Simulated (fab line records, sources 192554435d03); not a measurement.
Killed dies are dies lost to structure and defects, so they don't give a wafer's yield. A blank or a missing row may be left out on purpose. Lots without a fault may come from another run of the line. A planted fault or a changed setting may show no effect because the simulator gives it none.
fab line records | flow n5_finfet
record lots=6 wafers=17 last_day=17
route steps=1938 shown FIN_CUT@164 BEOL_M4@1111 PASSIVATION@1936
lots that met no fault: from a run of the same line without faults
start_h: hours from the record's first day to the start of the lot's first wafer shown | wait_h: hours since the lot's step before | " the same as in the row above | L1.1+2: a row that stands for several wafers | - no value, or no start given | * or withheld: withheld | < > ~ a bound
route shown NAME@n: a module of which the file shows steps, and the number in the route of the first | usual: mean/standard deviation of fault-free wafers | same: alike in all rows | chamber/n: place in a boat | sites: the reading at each site | _std_site: their standard deviation | _edge_site: outer sites' mean less inner sites' | radius_mm: how far each site lies from the wafer's centre | mask NAME#n: copy n | behind: the tool/chamber that last shaped the wafer | hold: why the lot was held/for how many hours/how that ended | device: the transistor (n, p or np) that didn't switch | end of line: the same wafers' tests at the end of the route | a step without rows: its recipe alone | killed: dies lost to structure and defects at the first sort, not the wafer's yield | map: a wafer's dies, x killed, . not, _ none there
set.NAME: the setting as run; set.NAME@STEP: as run at that earlier step | model.NAME: the simulator's own value behind a step, which no gauge read
lots at some steps of the route; a table a step, a row a wafer
services: from which hour (start_h, from the record's first day; less than 0 if before it) a tool's chamber was out of use, for how many hours, and why
## steps
# step N5_FIN_CUT_OVL_MEAS_09
# recipe points_per_wafer=522
# usual FIN_CUT_OVL=-0.3/0.54
# columns lot.wafer tool chamber start_h wait_h FIN_CUT_OVL[nm]
L436.2 overlay-01 0 33.78 0.0 -0.5
L436.3 " 0 " " 0.2
L436.6 " 0 " " 0.1
L437.1 overlay-02 0 39.65 0.0 -0.4
L437.4 " 0 " " 0.4
L437.5 " 0 " " -0.7
L439.3 overlay-02 0 56.21 0.0 0.4
L439.4 " 0 " " 0.2
L439.5 " 0 " " -0.9
L447.3 overlay-02 0 100.95 0.0 0.3
L447.4 " 0 " " 0.1
L447.6 " 0 " " -0.4
L452.2 overlay-02 0 130.53 0.0 -1.0
L452.4 " 0 " " -0.4
L456.1 overlay-01 0 153.11 0.0 0.1
L456.3 " 0 " " 0.1
L456.6 " 0 " " 0.1
# step N5_FIN_CUT_INSPECT_10
# recipe mode=adi inspect_instrument=brightfield
# usual raw_defect_count=43/13
# columns lot.wafer tool chamber start_h wait_h raw_defect_count
L436.2 defect_inspect-02 - 33.83 0.0 52
L436.3 " - " " 37
L436.6 " - " " 43
L437.1 defect_inspect-02 - 39.71 0.1 59
L437.4 " - " " 38
L437.5 " - " " 62
L439.3 defect_inspect-01 - 56.25 0.0 37
L439.4 " - " " 62
L439.5 " - " " 48
L447.3 defect_inspect-02 - 101.00 0.0 41
L447.4 " - " " 29
L447.6 " - " " 33
L452.2 defect_inspect-02 - 130.59 0.0 38
L452.4 " - " " 43
L456.1 defect_inspect-02 - 153.16 0.1 63
L456.3 " - " " 80
L456.6 " - " " 45
# step N5_FIN_CUT_DESCUM_13
# recipe chemistry=O2 time_s=7 source_power_w=50 bias_power_w=20 pressure_mtorr=20 rf_frequency_hz=2.712e+07 temp_c=40 resist=CAR-EUV o2_flow_sccm=225
# step N5_FIN_CUT_ETCH_30
# recipe chemistry=N2/H2 target=underlayer target_depth_a=130 mask_material=CAR-EUV time_s=10.4 ion_energy_ev=200 pressure_mtorr=30 source_w=840 bias_w=150 n2_flow_sccm=200 h2_flow_sccm=200 ends=cleared
# usual drypump_motor_current_A=5.8/0.54 etch_rf_on_time_s=10.36/0.22 oes_product_au=0.68/0.078 rf_fwd_power_W=819.3/2.6 rf_vpp_V=525.0/2.2 showerhead_plenum_p_Torr=2.59/0.08 throttle_valve_pct=17.80/0.25
# columns lot.wafer tool chamber start_h wait_h drypump_motor_current_A etch_rf_on_time_s oes_product_au rf_fwd_power_W rf_hours_counter_h rf_vpp_V showerhead_plenum_p_Torr throttle_valve_pct
L436.2 rie_diel-04 3 33.90 0.0 5.7 10.15 0.63 820.2 205 526.3 2.64 17.71
L436.3 " 2 " " 5.7 10.29 0.66 820.8 107 529.1 2.65 17.99
L436.6 " 0 " " 5.6 10.49 0.65 817.5 - 525.2 2.53 17.97
L437.1 rie_diel-02 2 39.78 0.0 6.6 10.67 0.60 821.2 243 524.6 2.63 17.88
L437.4 " 0 " " 5.1 10.36 0.62 820.0 152 524.4 2.53 18.12
L437.5 " 2 " " 6.6 10.56 0.60 821.1 - 524.5 2.63 17.88
L439.3 rie_diel-02 2 56.36 0.0 6.6 10.61 0.60 818.4 248 524.9 2.63 17.89
L439.4 " 3 " " 6.6 10.41 0.57 815.6 249 520.3 2.41 18.15
L439.5 " 0 " " 5.1 10.35 0.63 815.8 - 521.8 2.53 18.12
L447.3 rie_diel-04 2 101.07 0.0 5.7 10.33 0.65 819.8 128 525.7 2.64 18.04
L447.4 " 0 " " 5.6 10.53 0.63 816.0 159 522.7 2.52 18.00
L447.6 " 1 " " 6.3 10.60 0.64 818.2 - 525.4 2.65 17.52
L452.2 rie_diel-02 3 130.65 0.0 6.6 10.21 0.81 818.5 15 528.3 2.72 17.70
L452.4 " 0 " " 5.1 10.32 0.61 817.5 183 522.1 2.52 18.18
L456.1 rie_diel-02 2 153.86 0.0 6.6 10.21 0.79 823.2 13 524.8 2.61 17.51
L456.3 " 1 " " 5.4 10.11 0.74 820.6 54 523.2 2.58 17.49
L456.6 " 3 " " 6.6 9.98 0.80 814.3 - 529.6 2.72 17.72
# step N5_FIN_CUT_ETCH_20
# recipe chemistry=CF4 target=SiARC target_depth_a=260 mask_material=CAR-EUV time_s=43.3 ion_energy_ev=80 pressure_mtorr=40 source_w=545 bias_w=36 Ar_flow_sccm=100 cf4_flow_sccm=100 ends=cleared
# usual drypump_motor_current_A=5.8/0.54 etch_rf_on_time_s=43.3/0.82 oes_product_au=0.68/0.078 rf_fwd_power_W=534.7/2.9 rf_vpp_V=184.4/0.96 showerhead_plenum_p_Torr=2.17/0.061 throttle_valve_pct=15.54/0.28
# columns lot.wafer tool chamber start_h wait_h drypump_motor_current_A etch_rf_on_time_s oes_product_au rf_fwd_power_W rf_hours_counter_h rf_vpp_V showerhead_plenum_p_Torr throttle_valve_pct
L436.2 rie_diel-04 3 33.92 0.0 5.8 42.4 0.63 536.0 205 185.2 2.20 15.39
L436.3 " 2 " " 5.7 42.9 0.66 535.5 107 186.2 2.24 15.86
L436.6 " 0 " " 5.6 43.6 0.64 535.8 - 183.7 2.15 15.85
L437.1 rie_diel-02 2 39.80 0.0 6.6 44.3 0.60 531.8 243 184.9 2.20 15.48
L437.4 " 0 " " 5.1 43.2 0.63 533.5 152 184.8 2.13 15.83
L437.5 " 2 " " 6.6 43.8 0.60 532.1 - 183.2 2.20 15.50
L439.3 rie_diel-02 2 56.38 0.0 6.6 44.1 0.59 535.8 248 184.3 2.20 15.51
L439.4 " 3 " " 6.6 44.3 0.57 531.0 249 182.5 2.02 15.88
L439.5 " 0 " " 5.1 43.7 0.63 534.1 - 183.4 2.13 15.85
L447.3 rie_diel-04 2 101.09 0.0 5.7 42.7 0.65 534.2 128 184.2 2.23 15.88
L447.4 " 0 " " 5.6 43.9 0.64 536.0 159 183.7 2.14 15.90
L447.6 " 1 " " 6.3 44.1 0.64 540.7 - 184.3 2.22 15.34
L452.2 rie_diel-02 3 130.67 0.0 6.6 42.6 0.81 535.9 15 185.7 2.27 15.39
L452.4 " 0 " " 5.1 43.3 0.61 531.2 183 183.4 2.12 15.90
L456.1 rie_diel-02 2 153.88 0.0 6.6 43.0 0.79 535.3 13 182.3 2.19 15.05
L456.3 " 1 " " 5.4 42.0 0.74 533.1 54 184.9 2.17 15.20
L456.6 " 3 " " 6.6 42.2 0.80 535.1 - 184.2 2.27 15.41
# step N5_FIN_CUT_ETCH_21
# recipe chemistry=N2/H2 target=SOC target_depth_a=2190 overetch_a=438 mask_material=SiARC temp_c=40 ion_energy_ev=100 bias_w=61 time_s=523.5 pressure_mtorr=30 source_w=850 n2_flow_sccm=200 h2_flow_sccm=200
# usual drypump_motor_current_A=5.8/0.54 oes_product_au=0.74/0.079 rf_fwd_power_W=848.8/2.6 rf_vpp_V=241.3/1.3 showerhead_plenum_p_Torr=2.59/0.08 throttle_valve_pct=17.75/0.25
# columns lot.wafer tool chamber start_h wait_h drypump_motor_current_A oes_product_au rf_fwd_power_W rf_hours_counter_h rf_vpp_V showerhead_plenum_p_Torr throttle_valve_pct
L436.2 rie_diel-04 3 33.96 0.0 5.7 0.67 848.9 205 241.3 2.64 17.67
L436.3 " 2 " " 5.7 0.70 842.9 107 240.8 2.65 17.95
L436.6 " 0 " " 5.6 0.70 848.7 - 241.7 2.53 17.93
L437.1 rie_diel-02 2 39.84 0.0 6.6 0.65 852.5 243 243.3 2.63 17.84
L437.4 " 0 " " 5.1 0.68 846.7 152 242.5 2.53 18.06
L437.5 " 2 " " 6.6 0.65 845.7 - 241.0 2.63 17.85
L439.3 rie_diel-02 2 56.42 0.0 6.6 0.66 849.4 248 241.0 2.62 17.85
L439.4 " 3 " " 6.6 0.63 848.4 249 238.8 2.41 18.13
L439.5 " 0 " " 5.1 0.68 847.3 - 241.8 2.53 18.08
L447.3 rie_diel-04 2 101.12 0.0 5.7 0.69 852.1 128 242.4 2.64 17.98
L447.4 " 0 " " 5.6 0.69 850.1 159 239.7 2.52 17.97
L447.6 " 1 " " 6.3 0.69 846.4 - 241.9 2.65 17.48
L452.2 rie_diel-02 3 130.71 0.0 6.6 0.86 853.2 15 241.7 2.72 17.65
L452.4 " 0 " " 5.1 0.65 852.0 183 240.3 2.52 18.13
L456.1 rie_diel-02 2 153.91 0.0 6.7 0.84 847.2 14 241.3 2.61 17.49
L456.3 " 1 " " 5.4 0.79 845.2 54 242.0 2.58 17.43
L456.6 " 3 " " 6.6 0.85 852.6 - 242.4 2.72 17.65
# step N5_FIN_CUT_STRIP_23
# recipe chemistry=N2/H2 temp_c=40 n2_flow_sccm=200 h2_flow_sccm=200 rf_frequency_hz=6e+07
# step N5_FIN_CUT_STRIP_31
# recipe chemistry=N2/H2 temp_c=40 n2_flow_sccm=200 h2_flow_sccm=200 rf_frequency_hz=6e+07
# step N5_FIN_CUT_STRIP_24
# recipe chemistry=CF4 resist=SiARC power_w=300 bias_power_w=75 pressure_mtorr=50 cf4_flow_sccm=150 rf_frequency_hz=6e+07
# step N5_FIN_CUT_CUT_ETCH_26
# recipe chemistry=CH3F/O2 target=SiNx target_depth_a=390 mask_material=SOC time_s=55.7 pressure_mtorr=30 source_w=395 bias_w=73 Ar_flow_sccm=150 CH3F_flow_sccm=30 O2_flow_sccm=20 ion_energy_ev=120
# usual drypump_motor_current_A=5.8/0.54 oes_product_au=0.80/0.09 rf_fwd_power_W=390.8/1.6 rf_vpp_V=298/5.6 showerhead_plenum_p_Torr=2.03/0.059 throttle_valve_pct=16.3/0.31
# columns lot.wafer tool chamber start_h wait_h drypump_motor_current_A oes_product_au rf_fwd_power_W rf_hours_counter_h rf_vpp_V showerhead_plenum_p_Torr throttle_valve_pct
L436.2 rie_diel-04 3 34.30 0.0 5.7 0.73 390.0 206 296 2.05 16.1
L436.3 " 2 " " 5.7 0.77 392.6 107 305 2.10 16.6
L436.6 " 0 " " 5.6 0.76 389.8 - 298 2.01 16.7
L437.1 rie_diel-02 2 40.18 0.0 6.6 0.70 393.4 243 303 2.05 16.2
L437.4 " 0 " " 5.1 0.73 390.4 152 299 2.00 16.6
L437.5 " 2 " " 6.6 0.71 393.3 - 303 2.05 16.2
L439.3 rie_diel-02 2 56.77 0.0 6.6 0.70 392.0 248 305 2.05 16.2
L439.4 " 3 " " 6.5 0.67 389.6 250 296 1.89 16.7
L439.5 " 0 " " 5.1 0.73 392.5 - 300 2.00 16.6
L447.3 rie_diel-04 2 101.47 0.0 5.7 0.77 391.3 128 306 2.10 16.7
L447.4 " 0 " " 5.6 0.74 393.0 159 300 2.01 16.7
L447.6 " 1 " " 6.3 0.75 389.6 - 304 2.08 16.1
L452.2 rie_diel-02 3 131.06 0.0 6.7 0.95 391.1 15 303 2.13 16.2
L452.4 " 0 " " 5.1 0.71 389.2 184 301 1.99 16.7
L456.1 rie_diel-02 2 154.26 0.0 6.6 0.93 388.7 14 303 2.04 15.8
L456.3 " 1 " " 5.4 0.86 388.0 54 294 2.02 16.0
L456.6 " 3 " " 6.6 0.94 392.6 - 302 2.13 16.2
# step N5_FIN_CUT_CUT_ETCH_27
# recipe chemistry=CHF3/O2 target=SiO2 target_depth_a=40 mask_material=SOC overetch_a=20 time_s=4.9 pressure_mtorr=30 source_w=650 bias_w=170 Ar_flow_sccm=200 CHF3_flow_sccm=50 O2_flow_sccm=5 ion_energy_ev=200
# usual drypump_motor_current_A=5.8/0.54 oes_product_au=0.63/0.068 rf_fwd_power_W=643.8/2.3 rf_vpp_V=526/10 showerhead_plenum_p_Torr=2.45/0.068 throttle_valve_pct=18.8/0.32
# columns lot.wafer tool chamber start_h wait_h drypump_motor_current_A oes_product_au rf_fwd_power_W rf_hours_counter_h rf_vpp_V showerhead_plenum_p_Torr throttle_valve_pct
L436.2 rie_diel-04 3 34.35 0.0 5.7 0.58 646.2 206 521 2.47 18.5
L436.3 " 2 " " 5.7 0.61 642.0 107 540 2.53 19.1
L436.6 " 0 " " 5.6 0.61 643.3 - 528 2.43 19.2
L437.1 rie_diel-02 2 40.23 0.0 6.6 0.56 643.3 243 538 2.48 18.6
L437.4 " 0 " " 5.1 0.58 645.6 152 528 2.41 19.2
L437.5 " 2 " " 6.6 0.55 645.5 - 537 2.48 18.7
L439.3 rie_diel-02 2 56.81 0.0 6.6 0.56 641.7 248 538 2.47 18.7
L439.4 " 3 " " 6.6 0.54 643.3 250 523 2.28 19.2
L439.5 " 0 " " 5.1 0.58 639.7 - 528 2.41 19.2
L447.3 rie_diel-04 2 101.51 0.0 5.7 0.59 643.6 128 538 2.52 19.2
L447.4 " 0 " " 5.6 0.59 641.1 159 528 2.42 19.2
L447.6 " 1 " " 6.3 0.60 648.9 - 537 2.50 18.5
L452.2 rie_diel-02 3 131.10 0.0 6.6 0.74 641.7 15 531 2.56 18.7
L452.4 " 0 " " 5.1 0.56 643.8 184 529 2.40 19.2
L456.1 rie_diel-02 2 154.30 0.0 6.6 0.73 646.8 14 538 2.46 18.3
L456.3 " 1 " " 5.4 0.67 642.7 54 520 2.44 18.4
L456.6 " 3 " " 6.6 0.73 642.6 - 530 2.56 18.7
# step N5_FIN_CUT_PRECLEAN_35
# recipe time_s=13.3 temp_c=45 pressure_torr=125 p_hf_torr=3 p_coreactant_torr=25 chemistry=vHF
# step N5_FIN_CUT_CUT_ETCH_15
# recipe chemistry=HBr/Cl2/O2 target=Si target_depth_a=1000 bt_time_s=10 mask_material=SOC time_s=42.4 ion_energy_ev=* bias_w=* pressure_mtorr=10 icp_w=800 HBr_flow_sccm=150 Cl2_flow_sccm=80 O2_flow_sccm=12
# usual drypump_motor_current_A=6.0/0.44 mfc_cl2_sccm=80.01/0.24 oes_product_au=0.995/0.016 rf_fwd_power_W=* throttle_valve_pct=37.2/0.33
# columns lot.wafer tool chamber start_h wait_h drypump_motor_current_A mfc_cl2_sccm oes_product_au rf_fwd_power_W rf_hours_counter_h throttle_valve_pct model.FIN_CUT.feature_depth_nm model.etch.depth_nm model.SOC_of_FIN_CUT_COAT_18.thk_nm
L436.2 rie_si-03 0 34.49 0.1 6.2 80.08 0.988 * 37 37.4 100.8 100.9 170.2
L436.3 " 3 " " 5.7 79.88 0.980 * 140 37.7 99 98.94 170.6
L436.6 " 0 " " 6.2 79.88 0.981 * - 37.4 101.4 101.5 169.6
L437.1 rie_si-02 0 40.38 0.1 6.3 80.07 1.013 * 151 37.2 100.2 100.2 170
L437.4 " 0 " " 6.4 80.48 1.005 * - 37.2 99.2 99.16 170.4
L437.5 " 3 " " 6.5 80.02 0.998 * - 36.9 99.4 99.43 170
L439.3 rie_si-05 0 56.96 0.0 5.9 79.97 1.002 * 38 37.2 99.8 99.74 171.6
L439.4 " 3 " " 6.0 80.01 0.987 * 70 36.9 98.4 98.31 172.4
L439.5 " 2 " " 6.2 79.97 0.982 * - 37.1 100.2 100.1 172
L447.3 rie_si-05 1 101.66 0.0 5.6 80.16 0.979 * 127 37.1 99.2 99.26 169.2
L447.4 " 0 " " 5.9 80.16 1.008 * 39 37.2 99.8 99.77 170.8
L447.6 " 1 " " 5.7 80.14 0.982 * - 37.1 99.2 99.27 170.6
L452.2 rie_si-02 3 131.25 0.1 6.5 79.90 0.994 * 110 36.9 100.2 100.3 170.2
L452.4 " 1 " " 6.2 80.28 0.934 * 148 36.9 55.4 55.39 186.8
L456.1 rie_si-02 3 154.45 0.1 6.5 80.23 0.991 * 110 36.9 98.4 98.38 169.6
L456.3 " 1 " " 6.2 79.62 0.971 * 149 36.9 97.2 97.17 171.2
L456.6 " 3 " " 6.5 80.29 0.955 * - 36.9 55.6 55.65 186.2
# step N5_FIN_CUT_CUT_ETCH_28
# recipe chemistry=HBr/Cl2/O2 target=Si target_depth_a=60 mask_material=SOC time_s=2.4 ion_energy_ev=* bias_w=* pressure_mtorr=10 icp_w=800 HBr_flow_sccm=150 Cl2_flow_sccm=80 O2_flow_sccm=12
# usual drypump_motor_current_A=6.0/0.44 mfc_cl2_sccm=80.03/0.25 oes_product_au=0.994/0.016 rf_fwd_power_W=* throttle_valve_pct=37.2/0.33
# columns lot.wafer tool chamber start_h wait_h drypump_motor_current_A mfc_cl2_sccm oes_product_au rf_fwd_power_W rf_hours_counter_h throttle_valve_pct model.SOC_of_FIN_CUT_COAT_18.thk_nm
L436.2 rie_si-03 0 34.55 0.0 6.2 80.30 0.988 * 37 37.4 168.4
L436.3 " 3 " " 5.7 80.11 0.976 * 140 37.7 169
L436.6 " 0 " " 6.2 80.12 0.998 * - 37.4 167.8
L437.1 rie_si-02 0 40.43 0.0 6.4 79.85 1.021 * 151 37.2 168.2
L437.4 " 0 " " 6.4 80.05 1.014 * - 37.2 168.6
L437.5 " 3 " " 6.5 80.11 0.992 * - 36.9 168.2
L439.3 rie_si-05 0 57.01 0.0 5.9 80.49 1.010 * 38 37.2 170
L439.4 " 3 " " 6.0 79.88 0.991 * 70 36.9 170.6
L439.5 " 2 " " 6.2 80.23 0.983 * - 37.1 170.4
L447.3 rie_si-05 1 101.72 0.0 5.7 79.98 0.976 * 127 37.1 167.6
L447.4 " 0 " " 6.0 79.78 0.997 * 39 37.2 169.2
L447.6 " 1 " " 5.7 80.14 0.978 * - 37.1 168.8
L452.2 rie_si-02 3 131.30 0.0 6.5 80.14 0.993 * 110 36.9 168.4
L452.4 " 1 " " 6.2 79.91 0.979 * 148 36.9 185
L456.1 rie_si-02 3 154.51 0.0 6.5 79.94 0.992 * 110 36.9 167.8
L456.3 " 1 " " 6.2 80.50 0.963 * 149 36.9 169.6
L456.6 " 3 " " 6.5 80.28 1.000 * - 36.9 184.6
# step N5_FIN_CUT_STRIP_22
# recipe chemistry=N2/H2 power_w=500 temp_c=40 pressure_mtorr=50 rf_frequency_hz=6e+07 overash_fraction=0.3 bias_power_w=8 h2_frac=0.5 n2_flow_sccm=300 h2_flow_sccm=300
# step N5_BEOL_M4_RC_MEAS_101
# usual DIBL_N=35.9/1.4 DIBL_P=35.9/1.7 IOFF_N=0.160/0.026 IOFF_P=0.21/0.036 ION_N=672/11 ION_P=461/8.1 SS_N=71.4/0.54 SS_P=73.2/0.67 VT_N=249.3/2.7 VT_P=-250/3.9
# columns lot.wafer tool chamber start_h wait_h DIBL_N[mV/V] DIBL_P[mV/V] IOFF_N[nA/um] IOFF_P[nA/um] ION_N[uA/um] ION_P[uA/um] SS_N[mV/dec] SS_P[mV/dec] VT_N[mV] VT_P[mV]
L436.2 prober-01 0 173.06 0.2 33.3 32.8 0.111 0.18 655 460 70.6 72.5 255.3 -251
L436.3 " 0 " " 36.3 35.6 0.164 0.21 663 455 71.6 73.4 250.1 -249
L436.6 " 0 " " 37.9 37.8 0.186 0.25 670 467 72.3 74.5 246.5 -247
L437.1 prober-01 0 192.28 0.0 34.5 34.5 0.133 0.21 676 468 71.3 72.0 249.8 -251
L437.4 " 0 " " 35.4 34.9 0.150 0.21 681 472 71.8 72.3 250.1 -248
L437.5 " 0 " " 34.5 34.1 0.137 0.20 675 469 71.2 72.6 250.5 -247
L439.3 prober-02 0 204.73 0.3 33.6 33.4 0.128 0.16 660 457 71.2 71.9 251.0 -257
L439.4 " 0 " " 37.0 38.6 0.193 0.24 695 470 71.4 74.5 245.2 -250
L439.5 " 0 " " 32.3 32.6 0.111 0.14 654 447 70.7 72.3 252.4 -256
L447.3 prober-02 0 250.35 0.3 38.5 39.2 0.206 0.25 698 473 72.6 73.8 246.2 -249
L447.4 " 0 " " 34.6 34.6 0.135 0.18 671 457 71.3 72.2 251.0 -253
L447.6 " 0 " " 36.9 37.0 0.165 0.21 685 468 71.8 72.7 248.2 -251
L452.2 prober-02 0 261.09 0.2 37.0 36.9 0.172 0.27 663 461 71.4 73.1 246.3 -247
L452.4 " 0 " " 37.7 38.0 0.194 0.29 690 478 71.5 73.4 245.4 -244
L456.1 prober-02 0 291.59 0.0 37.4 37.5 0.186 0.24 686 467 71.7 73.2 244.6 -249
L456.3 " 0 " " 36.3 35.5 0.146 0.21 669 461 71.2 72.5 250.1 -248
L456.6 " 0 " " 37.3 36.0 0.164 0.21 661 456 71.2 73.2 250.7 -252
# step N5_PASSIVATION_PROBE_49
# usual defect_limited_yield=90.9/1.5 killed_at_M0_to_M3=35/10 killed_at_M4_up=14/5.2 killed_at_contacts=13/7.3 killed_at_front_end=42/12 killed_at_other=3.4/2.5 killed_dies=108/18 killed_on_rim=14/4.2 killed_open=70/13 killed_short=35/8 sort_bin_5_function=5.4/1 sort_bin_6_memory=3.4/0.71 sort_n_pass=1072/18 sort_yield_pct=90.9/1.5
# same gross_dies=1180 killed_at_back_side=0 sort_bin_4_leakage[%]=0 sort_bin_8_speed[%]=0
# columns lot.wafer tool chamber start_h wait_h defect_limited_yield[%] killed_at_M0_to_M3 killed_at_M4_up killed_at_contacts killed_at_front_end killed_at_other killed_dies killed_on_rim killed_open killed_short sort_bin_5_function[%] sort_bin_6_memory[%] sort_n_pass sort_yield_pct[%]
L436.2 prober-01 - 272.18 0.1 92.8 27 8 13 33 4 85 7 53 29 4.5 2.7 1095 92.8
L436.3 prober-01 - 272.23 0.1 90.9 31 19 12 42 3 107 15 76 30 6.2 2.7 1073 90.9
L436.6 prober-01 - 272.38 0.3 92.7 25 8 8 43 2 86 13 53 29 4.8 1.9 1094 92.7
L437.1 prober-01 - 294.11 0.0 92.8 35 7 14 23 6 85 14 66 17 4.6 2.5 1095 92.8
L437.4 prober-01 - 294.26 0.2 91.9 41 10 9 31 4 95 14 65 26 5.5 2.4 1085 91.9
L437.5 prober-01 - 294.31 0.2 92.7 24 10 10 39 3 86 10 58 28 4.7 2.5 1094 92.7
L447.3 prober-01 - 346.39 0.1 90.8 19 24 11 49 6 109 16 74 35 6.0 3.1 1071 90.8
L447.4 prober-01 - 346.44 0.2 92.0 32 17 7 34 4 94 9 62 29 4.6 2.9 1086 92.0
L447.6 prober-01 - 346.54 0.3 92.5 24 14 5 41 5 89 15 58 23 4.7 1.9 1091 92.5
L452.2 prober-02 - 367.07 0.1 89.9 46 13 22 38 0 119 15 83 34 5.6 4.1 1061 89.9
L452.4 prober-02 - 367.17 0.2 91.4 31 10 18 42 0 101 19 63 36 4.8 3.6 1079 91.4
L456.1 prober-01 - 404.08 0.0 89.9 22 22 30 44 1 119 16 92 26 5.3 4.6 1061 89.9
L456.3 prober-01 - 404.18 0.1 91.7 27 7 26 37 1 98 13 68 29 4.7 3.3 1082 91.7
L456.6 prober-01 - 404.33 0.3 88.3 39 16 39 43 1 138 20 99 37 6.3 5.1 1042 88.3
# killed by level:class
L436.2 MOL_CONTACT_COAG:geometric_particle:open=11 STI_FIN_REVEAL:geometric_particle:open=7 BEOL_M2:geometric_particle:open=7 BEOL_M0_SAQP:geometric_particle:short=6 BEOL_M0_SAQP:geometric_particle:open=4 DUMMY_GATE:geometric_particle:open=4 BEOL_M4:geometric_particle:open=4 PASS1_CAP:geometric_particle:short=4
L436.3 STI_FIN_REVEAL:geometric_particle:open=12 MOL_CONTACT_COAG:geometric_particle:open=10 BEOL_M1:geometric_particle:open=7 FIN_SAQP:geometric_particle:open=6 BEOL_M0_SAQP:geometric_particle:short=6 BEOL_M0:geometric_particle:open=6 BEOL_M5:geometric_particle:open=6 BEOL_M2:geometric_particle:open=5
L436.6 FIN_SAQP:geometric_particle:open=6 STI_FIN_REVEAL:geometric_particle:open=6 GATE_CUT:geometric_particle:short=6 MOL_CONTACT_COAG:geometric_particle:open=6 BEOL_M2:geometric_particle:open=6 FIN_SAQP:geometric_particle:short=5 DUMMY_GATE:geometric_particle:open=5 BEOL_M0_SAQP:geometric_particle:short=5
L437.1 MOL_CONTACT_COAG:geometric_particle:open=11 BEOL_M1:geometric_particle:open=11 STI_FIN_REVEAL:geometric_particle:open=8 BEOL_M3:geometric_particle:open=8 PASS1_CAP:geometric_particle:open=5 GATE_CUT:geometric_particle:short=4 BEOL_M0_SAQP:geometric_particle:open=4 BEOL_M0:geometric_particle:short=3
L437.4 FIN_SAQP:geometric_particle:short=9 BEOL_M0:geometric_particle:open=9 MOL_CONTACT_COAG:geometric_particle:open=7 BEOL_M0_SAQP:geometric_particle:open=7 BEOL_M1:geometric_particle:open=7 FIN_SAQP:geometric_particle:open=6 BEOL_M0_SAQP:geometric_particle:short=6 BEOL_M3:geometric_particle:open=6
L437.5 FIN_SAQP:geometric_particle:open=12 ILD0:geometric_particle:short=6 MOL_CONTACT_COAG:geometric_particle:open=6 STI_FIN_REVEAL:geometric_particle:open=5 ILD0:geometric_particle:open=5 BEOL_M0_SAQP:geometric_particle:short=5 MOL_CONTACT_COAG:geometric_particle:short=4 BEOL_M0_SAQP:geometric_particle:open=4
L447.3 DUMMY_GATE:geometric_particle:open=12 BEOL_M4:geometric_particle:open=10 STI_FIN_REVEAL:geometric_particle:open=9 FIN_SAQP:geometric_particle:open=7 FIN_SAQP:geometric_particle:short=7 MOL_CONTACT_COAG:geometric_particle:open=7 BEOL_M0:geometric_particle:open=6 BEOL_M4:geometric_particle:short=6
L447.4 FIN_SAQP:geometric_particle:short=9 BEOL_M1:geometric_particle:open=8 BEOL_M4:geometric_particle:open=7 MOL_CONTACT_COAG:geometric_particle:open=6 BEOL_M2:geometric_particle:open=6 FIN_SAQP:geometric_particle:open=5 STI_FIN_REVEAL:geometric_particle:open=4 BEOL_M0_SAQP:geometric_particle:open=4
L447.6 FIN_SAQP:geometric_particle:open=8 HKMG_FIN:area_etch=8 BEOL_M1:geometric_particle:open=7 BEOL_M4:geometric_particle:open=6 BEOL_M0:geometric_particle:open=5 STARTING-WAFER:geometric_particle:open=5 FIN_SAQP:geometric_particle:short=4 STI_FIN_REVEAL:geometric_particle:open=4
L452.2 MOL_CONTACT_COAG:geometric_particle:open=17 BEOL_M2:geometric_particle:open=14 FIN_SAQP:geometric_particle:open=9 BEOL_M0_SAQP:geometric_particle:short=9 BEOL_M3:geometric_particle:open=7 BEOL_M0_SAQP:geometric_particle:open=6 DUMMY_GATE:geometric_particle:open=5 FIN_SAQP:geometric_particle:short=4
L452.4 FIN_SAQP:geometric_particle:open=15 MOL_CONTACT_COAG:geometric_particle:open=13 BEOL_M0_SAQP:geometric_particle:short=8 BEOL_M0_SAQP:geometric_particle:open=8 FIN_SAQP:geometric_particle:short=5 DUMMY_GATE:geometric_particle:open=5 MOL_CONTACT_COAG:geometric_particle:short=5 BEOL_M2:geometric_particle:short=5
L456.1 MOL_CONTACT_COAG:geometric_particle:open=22 STI_FIN_REVEAL:geometric_particle:open=18 BEOL_M4:geometric_particle:open=13 DUMMY_GATE:geometric_particle:open=7 MOL_CONTACT_COAG:geometric_particle:short=7 BEOL_M3:geometric_particle:open=7 GATE_CUT:geometric_particle:short=5 BEOL_M2:geometric_particle:open=5
L456.3 MOL_CONTACT_COAG:geometric_particle:open=19 STI_FIN_REVEAL:geometric_particle:open=7 BEOL_M3:geometric_particle:open=7 MOL_CONTACT_COAG:geometric_particle:short=6 BEOL_M2:geometric_particle:open=6 FIN_SAQP:geometric_particle:open=5 FIN_SAQP:geometric_particle:short=5 BEOL_M0_SAQP:geometric_particle:short=5
L456.6 MOL_CONTACT_COAG:geometric_particle:open=35 FIN_SAQP:geometric_particle:short=17 BEOL_M2:geometric_particle:open=10 BEOL_M0_SAQP:geometric_particle:short=9 FIN_SAQP:geometric_particle:open=8 STI_FIN_REVEAL:geometric_particle:open=7 BEOL_M0_SAQP:geometric_particle:open=7 BEOL_M4:geometric_particle:open=6
## services
# columns tool chamber start_h hours kind
rie_diel-02 1 20.97 6.6 repair
rie_diel-02 3 25.41 6.7 repair
rie_si-02 1 36.88 11.0 repair
rie_si-02 0 44.52 2.0 repair
rie_diel-02 3 58.62 - clean
rie_diel-02 3 58.62 - consumable_replace:focus_ring
rie_diel-02 3 58.62 - consumable_replace:showerhead
rie_diel-02 3 58.62 28.6 scheduled_down
rie_diel-02 3 58.62 28.6 vent_cycle
rie_diel-02 2 87.28 - clean
rie_diel-02 2 87.28 - consumable_replace:focus_ring
rie_diel-02 2 87.28 19.8 scheduled_down
rie_diel-02 2 87.28 19.8 vent_cycle
rie_si-02 0 99.99 3.4 repair
rie_si-02 3 103.74 15.8 repair
rie_si-02 2 143.07 15.9 repair
## key
first_sign step=N5_FIN_CUT_CUT_ETCH_15 reading=oes_product_au direction=down sigmas=3.1 usual=0.995 struck=0.945
effect none on later readings
model_effect step=N5_FIN_CUT_CUT_ETCH_15 value=FIN_CUT.feature_depth_nm without=98 struck=55.5
model_effect step=N5_FIN_CUT_CUT_ETCH_28 value=SOC_of_FIN_CUT_COAT_18.thk_nm without=168.9 struck=184.8
met_at N5_FIN_CUT_CUT_ETCH_15
struck_wafers L452.4,L456.6
onset_between 40.38 131.25
fault kind=process_parameter_drift tool=rie_si-02 chamber=- onset_h=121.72 steps=N5_FIN_CUT_CUT_ETCH_15 channel=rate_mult offset=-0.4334 shape=step end_h=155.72 scope=struck_wafers_only
